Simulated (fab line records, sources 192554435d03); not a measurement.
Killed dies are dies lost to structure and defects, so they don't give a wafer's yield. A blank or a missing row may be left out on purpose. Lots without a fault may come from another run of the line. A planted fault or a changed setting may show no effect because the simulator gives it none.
A struck lot beside a sound one | flow n5_finfet | 37 steps out of a route of 1938
Sound: wafers L578.2, L578.3, L578.6. Struck: wafer L574.5. (L574.2, L574.6 of the same lot were not struck and are left out.) The cause comes at the end.
At each step with rows: each side's tool, then ch and its chambers, then its first start. Under that, the readings that differ: sound wafers | struck wafers | difference of the means | sigmas: that difference in standard deviations of wafers without a fault.
alike: readings whose means differ by less than 2 such deviations, and words and numbers that are the same on both sides. not compared: withheld readings, readings that some wafer has no value for, bounds like >300 that may hide the same value, and numbers for which the record gives no deviation and whose values overlap.
The two part at a step that has a row with sigmas, a row that says differs or no value, or rows on one side only. Numbers that don't overlap but have no deviation are shown without sigmas and don't part them. A reading that every wafer of one side lacks parts them only if that side has two wafers or more.

first, 9 steps without rows for these wafers: N5_BEOL_M5_ANNEAL_89 (time 1800 s); N5_BEOL_M5_SPUTTER_90 (material Cu, target thk 4.5 nm, time 8.29 s); N5_BEOL_M5_ECD_50 (material Cu, target thk 300 nm); N5_BEOL_M5_ANNEAL_51 (time 90 s); N5_BEOL_M5_CMP_52 (polishes, stops on SiCOH lowk, t overpolish 6.9 s, target thk 62 nm); N5_BEOL_M5_PRE_CLEAN_77 (time 15 s); N5_BEOL_M5_CO_CAP_78 (material Co, precursor CCTBA/H2, target thk 2 nm, time 102.1 s); N5_BEOL_M5_PRE_CLEAN_55 (time 15 s); N5_BEOL_M5_DEP_56 (deposits SiCN from 3MS/NH3, target thk 8 nm, time 14 s).
N5_BEOL_M6_ILD_DEP_00: deposits SiCOH lowk from DEMS/porogen, target thk 179.75 nm, time 33.4 s.
  sound on pecvd-01 ch 0,1,2, day 14 05:23; struck on pecvd-04 ch 2, day 13 12:23
  reading                                            | sound           | struck | difference | sigmas
  throttle_valve_pct (%)                             | 14.4 15.5 13.0  | 12.4   | -1.9       | -2
  model.SiCOH_lowk_of_BEOL_M6_ILD_DEP_00.thk_nm (nm) | 180.2 180 181.8 | 125.6  | -55.1      |
  alike: heater_power_w, showerhead_plenum_p_Torr
then, 1 step without rows for these wafers: N5_BEOL_M6_CURE_74 (cures SiCOH lowk, time 240 s).
N5_BEOL_M6_THK_MEAS_01:
  sound on film_metro-02, day 14 05:58; struck on film_metro-01, day 13 12:58
  reading         | sound             | struck | difference | sigmas
  M6_ILD_THK (nm) | 155.4 155.2 156.8 | 108.0  | -47.8      | -27
then, 23 steps without rows for these wafers: N5_BEOL_M6_PECVD_70 (deposits SiO2 from TEOS/O2, target thk 20 nm, time 22.7 s); N5_BEOL_M6_HM_DEP_02 (deposits TiN, target thk 20 nm); N5_BEOL_M6_COAT_59 (time 60 s, resist thk 100 nm); N5_BEOL_M6_COAT_60 (time 60 s, resist thk 35 nm); N5_BEOL_M6_COAT_05 (resist thk 90 nm); N5_BEOL_M6_EBR_07; N5_BEOL_M6_SOFTBAKE_06 (time 60 s); N5_BEOL_M6_EXPOSE_08 (exposes mask M6); N5_BEOL_M6_PEB_09 (peb time 60 s); N5_BEOL_M6_DEVELOP_10 (develop time 30 s); N5_BEOL_M6_DESCUM_16 (chemistry O2, time 7.9 s); N5_BEOL_M6_ETCH_61 (etches SiARC in CF4, target depth 45.5 nm, time 75.8 s); N5_BEOL_M6_ETCH_62 (etches SOC in N2/H2, target depth 110 nm, overetch 22 nm, time 165 s); N5_BEOL_M6_STRIP_68 (strips in N2/H2); N5_BEOL_M6_STRIP_67 (strips in CF4); N5_BEOL_M6_HM_OPEN_17 (chemistry Cl2/BCl3, target TiN, target depth 20 nm, overetch 6 nm); N5_BEOL_M6_STRIP_19 (strips in O2); N5_BEOL_M6_COAT_63 (time 60 s, resist thk 60 nm); N5_BEOL_M6_COAT_64 (time 60 s, resist thk 12 nm); N5_BEOL_M6_COAT_71 (time 60 s, resist thk 5 nm); N5_BEOL_M6_COAT_22 (resist thk 30 nm); N5_BEOL_M6_EBR_24; N5_BEOL_M6_SOFTBAKE_23 (time 60 s).
N5_BEOL_M6_CMP_52: polishes, stops on SiCOH lowk, t overpolish 6.9 s, target thk 80 nm.
  sound on cmp-02 ch 0,2, day 14 11:59; struck on cmp-02 ch 1, day 13 21:39
  reading                                            | sound             | struck | difference | sigmas
  model.SiCOH_lowk_of_BEOL_M6_ILD_DEP_00.thk_nm (nm) | 152.4 152.2 153.8 | 105    | -48        |
  alike: edge_zone_pressure_frac, motor_current_A
-- the record jumps here: 3 days lie between the struck wafers' starts before and after (it left off in module BEOL_M6 and takes up again in module PASSIVATION, whose first step shown is number 1936 of the route) --
N5_PASSIVATION_PROBE_49:
  the record has rows for the struck wafers here (prober-02, day 17 08:53) and none for the sound ones

WHERE THEY PART
First at N5_BEOL_M6_ILD_DEP_00; last, within this record, at N5_PASSIVATION_PROBE_49.

WHY: what the simulator had put in
Process parameter drift: pecvd-04, from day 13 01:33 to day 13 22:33, at N5_BEOL_M6_ILD_DEP_00. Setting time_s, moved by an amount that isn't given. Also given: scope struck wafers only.
